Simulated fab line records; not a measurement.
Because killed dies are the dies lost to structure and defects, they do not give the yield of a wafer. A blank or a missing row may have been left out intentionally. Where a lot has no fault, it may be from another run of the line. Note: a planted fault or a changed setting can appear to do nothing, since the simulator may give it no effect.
What tool caused it? -- flow n5Finfet -- 24 lots, 72 wafers sampled, at 6 steps of a route of 1938

== WHAT EACH GAUGE READ, for each wafer ==
N5_BEOL_M7_CD_MEAS_35: the cd target is 40 nm.
lot,measured,on,cdNm (nm)
L074,day 9 01:36,cdSem-01,40.1 39.3 40.4
L075,day 9 13:50,cdSem-02,39.5 39.7 40.0
L076,day 9 21:01,cdSem-02,39.1 39.7 39.6
L077,day 10 02:48,cdSem-01,40.2 40.8 40.7
L078,day 10 06:53,cdSem-01,39.4 40.8 41.1
L079,day 10 15:40,cdSem-01,40.5 40.2 40.2
L080,day 10 21:50,cdSem-02,39.6 39.8 40.1
L081,day 11 02:34,cdSem-03,39.6 39.9 40.1
L084,day 11 04:57,cdSem-03,39.6 40.2 40.4
L082,day 11 09:06,cdSem-02,40.0 40.6 39.6
L083,day 11 19:05,cdSem-01,40.2 40.0 39.5
L086,day 12 03:59,cdSem-01,39.6 39.4 39.9
L085,day 12 04:23,cdSem-01,40.1 39.8 40.1
L087,day 12 18:31,cdSem-03,39.6 39.5 40.3
L088,day 12 21:24,cdSem-02,39.2 38.9 39.7
L090,day 13 02:32,cdSem-03,39.6 39.8 39.4
L089,day 13 02:41,cdSem-01,39.9 39.5 39.6
L091,day 15 07:53,cdSem-01,40.3 41.1 40.3
L092,day 13 16:25,cdSem-03,39.6 40.7 39.6
L095,day 13 23:59,cdSem-02,40.3 39.7 39.7
L093,day 14 04:00,cdSem-02,39.6 39.3 39.6
L094,day 14 10:11,cdSem-02,39.6 39.9 39.3
L096,day 14 14:20,cdSem-01,40.3 40.5 40.4
L097,day 14 20:20,cdSem-01,40.6 41.2 41.6

N5_BEOL_M7_INSPECT_58: inspects for defects (darkfield).
lot,measured,on,rawDefectCount
L074,day 9 04:19,defectInspect-02,59 75 45
L075,day 9 16:20,defectInspect-01,95 61 52
L076,day 10 00:25,defectInspect-01,70 77 101
L077,day 10 05:16,defectInspect-01,59 90 73
L078,day 10 10:48,defectInspect-01,67 87 56
L079,day 10 18:10,defectInspect-01,68 61 58
L080,day 10 23:56,defectInspect-01,138 50 100
L081,day 11 05:58,defectInspect-01,47 56 56
L084,day 11 07:08,defectInspect-01,65 74 63
L082,day 11 13:10,defectInspect-02,73 113 68
L083,day 11 21:14,defectInspect-02,94 59 72
L086,day 12 06:30,defectInspect-01,71 107 72
L085,day 12 06:49,defectInspect-01,45 59 75
L087,day 12 21:44,defectInspect-02,66 71 65
L088,day 13 01:06,defectInspect-01,61 51 42
L090,day 13 05:18,defectInspect-02,97 72 83
L089,day 13 06:01,defectInspect-02,88 106 84
L091,day 15 10:41,defectInspect-01,82 53 93
L092,day 13 18:40,defectInspect-01,80 67 58
L095,day 14 01:59,defectInspect-02,32 43 46
L093,day 14 07:20,defectInspect-01,72 53 70
L094,day 14 13:49,defectInspect-02,86 83 70
L096,day 14 17:10,defectInspect-01,101 66 68
L097,day 14 22:45,defectInspect-01,77 57 41

N5_BEOL_M8_CD_MEAS_11: the cd target is 38.5 nm.
lot,measured,on,cdNm (nm)
L074,day 9 06:35,cdSem-03,37.7 38.3 38.0
L075,day 9 19:17,cdSem-02,38.3 37.8 38.5
L076,day 10 02:50,cdSem-03,38.3 38.6 38.6
L077,day 10 07:38,cdSem-01,39.0 39.3 39.1
L078,day 10 13:45,cdSem-01,38.6 38.7 38.1
L079,day 10 22:02,cdSem-03,38.2 38.3 39.5
L080,day 11 01:56,cdSem-02,38.6 38.4 38.8
L081,day 11 08:08,cdSem-03,38.0 38.2 38.0
L084,day 11 08:49,cdSem-01,39.2 38.5 38.4
L082,day 11 14:34,cdSem-01,38.6 38.2 38.8
L083,day 11 22:58,cdSem-01,37.8 37.7 38.4
L086,day 12 09:24,cdSem-02,39.0 38.7 38.9
L085,day 12 09:38,cdSem-03,38.7 39.0 38.7
L087,day 13 00:43,cdSem-01,38.7 38.1 38.5
L088,day 13 02:35,cdSem-01,39.1 38.4 38.1
L090,day 13 08:53,cdSem-02,38.0 38.2 38.1
L089,day 13 09:06,cdSem-02,38.3 37.8 38.4
L091,day 15 12:43,cdSem-03,38.3 38.2 38.0
L092,day 13 20:22,cdSem-02,38.9 38.5 38.1
L095,day 14 03:46,cdSem-02,38.1 39.0 38.8
L093,day 14 08:32,cdSem-03,38.9 38.6 38.7
L094,day 14 15:39,cdSem-01,38.4 38.2 38.6
L096,day 14 20:16,cdSem-02,39.0 38.5 38.6
L097,day 15 00:17,cdSem-01,38.9 38.5 38.6

== TOOL THAT RAN EACH LOT (tool first, then ch and the chambers of the sampled wafers, then the start) ==
lot,N5_BEOL_M7_ETCH_65,N5_BEOL_M7_STRIP_36,N5_BEOL_M8_PECVD_70
L074,"rieDiel-05 ch 0,1,2, day 9 01:04","rieDiel-05 ch 0,1,2, day 9 01:15","pecvd-03 ch 0,2, day 9 04:58"
L075,"rieDiel-04 ch 0,1,2, day 9 13:19","rieDiel-04 ch 0,1,2, day 9 13:29","pecvd-02 ch 0,1, day 9 17:01"
L076,"rieDiel-04 ch 1,2, day 9 20:29","rieDiel-04 ch 1,2, day 9 20:40","pecvd-01 ch 0,1,2, day 10 01:05"
L077,"rieDiel-05 ch 0,1, day 10 02:10","rieDiel-05 ch 0,1, day 10 02:21","pecvd-02 ch 0,1, day 10 05:58"
L078,"rieDiel-05 ch 0,2,3, day 10 06:21","rieDiel-05 ch 0,2,3, day 10 06:32","pecvd-01 ch 0,1,2, day 10 11:27"
L079,"rieDiel-03 ch 0,2,3, day 10 15:01","rieDiel-03 ch 0,2,3, day 10 15:12","pecvd-03 ch 0,1, day 10 18:49"
L080,"rieDiel-05 ch 1,2,3, day 10 21:18","rieDiel-05 ch 1,2,3, day 10 21:29","pecvd-03 ch 0,1, day 11 00:35"
L081,"rieDiel-04 ch 0,1,3, day 11 02:02","rieDiel-04 ch 0,1,3, day 11 02:13","pecvd-01 ch 0,1,2, day 11 06:38"
L084,"rieDiel-04 ch 1,3, day 11 04:25","rieDiel-04 ch 1,3, day 11 04:36","pecvd-02 ch 1,2, day 11 07:47"
L082,"rieDiel-04 ch 0,2,3, day 11 08:34","rieDiel-04 ch 0,2,3, day 11 08:45","pecvd-03 ch 0,2, day 11 13:49"
L083,"rieDiel-04 ch 0,1, day 11 18:34","rieDiel-04 ch 0,1, day 11 18:44","pecvd-01 ch 0,2, day 11 22:01"
L086,"rieDiel-03 ch 0,2,3, day 12 03:28","rieDiel-03 ch 0,2,3, day 12 03:38","pecvd-02 ch 0,1,2, day 12 07:09"
L085,"rieDiel-03 ch 0,1,3, day 12 03:52","rieDiel-03 ch 0,1,3, day 12 04:02","pecvd-03 ch 0,2, day 12 07:28"
L087,"rieDiel-03 ch 1,3, day 12 17:48","rieDiel-03 ch 1,3, day 12 18:10","pecvd-01 ch 0,2, day 12 22:23"
L088,"rieDiel-05 ch 1,2, day 12 20:52","rieDiel-05 ch 1,2, day 12 21:03","pecvd-01 ch 0,1, day 13 01:45"
L090,"rieDiel-05 ch 0,1,2, day 13 01:59","rieDiel-05 ch 0,1,2, day 13 02:10","pecvd-03 ch 0,1,2, day 13 05:57"
L089,"rieDiel-03 ch 0,1,3, day 13 02:09","rieDiel-03 ch 0,1,3, day 13 02:20","pecvd-03 ch 0,2, day 13 06:40"
L091,"rieDiel-04 ch 0,3, day 13 09:01","rieDiel-04 ch 0,3, day 13 09:12","pecvd-03 ch 0,2, day 15 11:20"
L092,"rieDiel-05 ch 0,3, day 13 15:53","rieDiel-05 ch 0,3, day 13 16:04","pecvd-02 ch 0,1,2, day 13 19:20"
L095,"rieDiel-03 ch 0,1,3, day 13 23:27","rieDiel-03 ch 0,1,3, day 13 23:38","pecvd-02 ch 0,1,2, day 14 02:38"
L093,"rieDiel-05 ch 0,1,2, day 14 03:28","rieDiel-05 ch 0,1,2, day 14 03:39","pecvd-01 ch 0,1,2, day 14 07:59"
L094,"rieDiel-03 ch 1,2,3, day 14 09:40","rieDiel-03 ch 1,2,3, day 14 09:50","pecvd-02 ch 0,1, day 14 14:43"
L096,"rieDiel-05 ch 0,2,3, day 14 13:48","rieDiel-05 ch 0,2,3, day 14 13:59","pecvd-01 ch 0,1, day 14 18:19"
L097,"rieDiel-05 ch 1,2,3, day 14 19:47","rieDiel-05 ch 1,2,3, day 14 19:59","pecvd-03 ch 0,1, day 14 23:26"
- N5_BEOL_M7_ETCH_65: etches SiARC in CF4, target depth 15.6 nm, time 26 s.
- N5_BEOL_M7_STRIP_36: strips in N2/H2.
- N5_BEOL_M8_PECVD_70: deposits SiO2 from TEOS/O2, target thk 20 nm, time 22.7 s.

== WHAT THE TOOLS THEMSELVES READ (means of the sampled wafers that have a number; where no wafer has one, the mark that the record gives instead) ==
N5_BEOL_M7_ETCH_65.
lot,tool,drypumpMotorCurrentA (A),etchRfOnTimeS (s),oesProductAu (a.u.),rfVppV (V),showerheadPlenumPTorr (Torr),throttleValvePct (%)
L074,rieDiel-05,5.7,25.6,0.73,184.2,2.20,15.52
L075,rieDiel-04,5.5,25.7,0.66,184.0,2.15,15.64
L076,rieDiel-04,5.2,25.8,0.68,183.9,2.13,15.74
L077,rieDiel-05,5.6,25.2,0.74,184.3,2.20,15.50
L078,rieDiel-05,5.7,25.7,0.68,184.0,2.15,15.62
L079,rieDiel-03,5.9,25.7,0.71,185.4,2.20,15.65
L080,rieDiel-05,5.4,25.9,0.68,184.8,2.20,15.50
L081,rieDiel-04,5.9,25.7,0.65,183.6,2.09,15.70
L084,rieDiel-04,5.8,25.6,0.65,182.7,2.06,15.71
L082,rieDiel-04,5.7,25.8,0.62,183.6,2.13,15.59
L083,rieDiel-04,5.9,26.4,0.63,183.4,2.11,15.70
L086,rieDiel-03,5.9,26.1,0.69,184.4,2.19,15.66
L085,rieDiel-03,5.8,26.0,0.66,184.3,2.14,15.74
L087,rieDiel-03,6.0,26.0,0.66,184.2,2.11,15.69
L088,rieDiel-05,5.3,25.9,0.71,185.3,2.25,15.45
L090,rieDiel-05,5.7,25.4,0.71,184.5,2.19,15.58
L089,rieDiel-03,5.8,25.8,0.66,184.5,2.14,15.75
L091,rieDiel-04,6.2,26.0,0.61,183.3,2.10,15.63
L092,rieDiel-05,5.7,25.9,0.77,183.2,2.10,15.40
L095,rieDiel-03,5.8,26.0,0.64,183.8,2.14,15.77
L093,rieDiel-05,5.7,25.7,0.70,185.3,2.18,15.62
L094,rieDiel-03,6.0,26.0,0.67,184.2,2.15,15.66
L096,rieDiel-05,5.7,26.2,0.71,184.0,2.14,15.53
L097,rieDiel-05,5.3,25.8,0.72,184.9,2.19,15.41

N5_BEOL_M7_STRIP_36.
lot,tool,drypumpMotorCurrentA (A),oesProductAu (a.u.),rfVppV (V),showerheadPlenumPTorr (Torr),throttleValvePct (%)
L074,rieDiel-05,5.7,0.87,59.2,2.62,23.8
L075,rieDiel-04,5.5,0.77,58.7,2.54,23.7
L076,rieDiel-04,5.2,0.81,58.8,2.52,23.9
L077,rieDiel-05,5.6,0.86,58.6,2.62,23.7
L078,rieDiel-05,5.7,0.79,58.7,2.55,23.8
L079,rieDiel-03,5.8,0.83,58.6,2.60,23.6
L080,rieDiel-05,5.4,0.79,59.3,2.62,23.6
L081,rieDiel-04,5.9,0.76,58.9,2.47,23.8
L084,rieDiel-04,5.8,0.75,60.0,2.43,23.8
L082,rieDiel-04,5.7,0.73,59.5,2.52,23.5
L083,rieDiel-04,6.0,0.76,59.4,2.50,23.7
L086,rieDiel-03,5.9,0.82,58.3,2.60,23.6
L085,rieDiel-03,5.8,0.78,57.2,2.54,23.7
L087,rieDiel-03,6.0,0.77,59.0,2.49,23.7
L088,rieDiel-05,5.4,0.83,59.3,2.67,23.6
L090,rieDiel-05,5.7,0.83,58.1,2.60,23.8
L089,rieDiel-03,5.8,0.76,59.5,2.54,23.7
L091,rieDiel-04,6.2,0.72,59.1,2.48,23.5
L092,rieDiel-05,5.7,0.90,58.7,2.48,23.5
L095,rieDiel-03,5.8,0.77,59.4,2.53,23.8
L093,rieDiel-05,5.8,0.81,59.9,2.60,23.9
L094,rieDiel-03,6.1,0.78,61.0,2.55,23.6
L096,rieDiel-05,5.7,0.85,59.0,2.54,23.7
L097,rieDiel-05,5.4,0.85,59.9,2.60,23.5

N5_BEOL_M8_PECVD_70.
lot,tool,heaterPowerW (W),showerheadPlenumPTorr (Torr),throttleValvePct (%)
L074,pecvd-03,808,8.80,22.2
L075,pecvd-02,640,8.81,23.2
L076,pecvd-01,647,8.77,22.2
L077,pecvd-02,758,8.75,23.1
L078,pecvd-01,625,8.80,22.1
L079,pecvd-03,754,8.82,24.0
L080,pecvd-03,811,8.82,23.6
L081,pecvd-01,651,8.78,22.1
L084,pecvd-02,671,8.82,22.6
L082,pecvd-03,845,8.79,22.2
L083,pecvd-01,694,8.71,21.7
L086,pecvd-02,661,8.75,22.5
L085,pecvd-03,693,8.75,21.7
L087,pecvd-01,674,8.71,21.7
L088,pecvd-01,655,8.79,22.5
L090,pecvd-03,737,8.78,22.7
L089,pecvd-03,822,8.75,21.8
L091,pecvd-03,807,8.75,21.7
L092,pecvd-02,659,8.75,22.6
L095,pecvd-02,665,8.74,22.6
L093,pecvd-01,669,8.78,22.3
L094,pecvd-02,720,8.81,23.5
L096,pecvd-01,661,8.80,22.3
L097,pecvd-03,755,8.81,24.1

== THE ANSWER, worked out from the rows above alone ==
Rule: the usual values come from the lots themselves. The widest of any qualifying gaps counts: lots, ordered by their means at a reading, are off when they make up no more than a third of the lots, leave a main group of 4 or more, and stand apart from it by 3 or more times the standard deviation of that group's means. If all means in a main group match to the digits the tables above print for the reading, that group is not used. Also off: a lot with no number at a reading for which 4 or more lots have one. Where the step has rows for the other lots, those lots are counted as sound. Order of review: gauges by route order, followed by the tools' own readings, for which a lot's mean as printed above is used. At the first step where some lot is off, the reading lying furthest off is the one used; lots without a number count as furthest.
None of the lots is off at any reading shown; this tells nothing.

== WHAT THE SIMULATOR PUT IN ==
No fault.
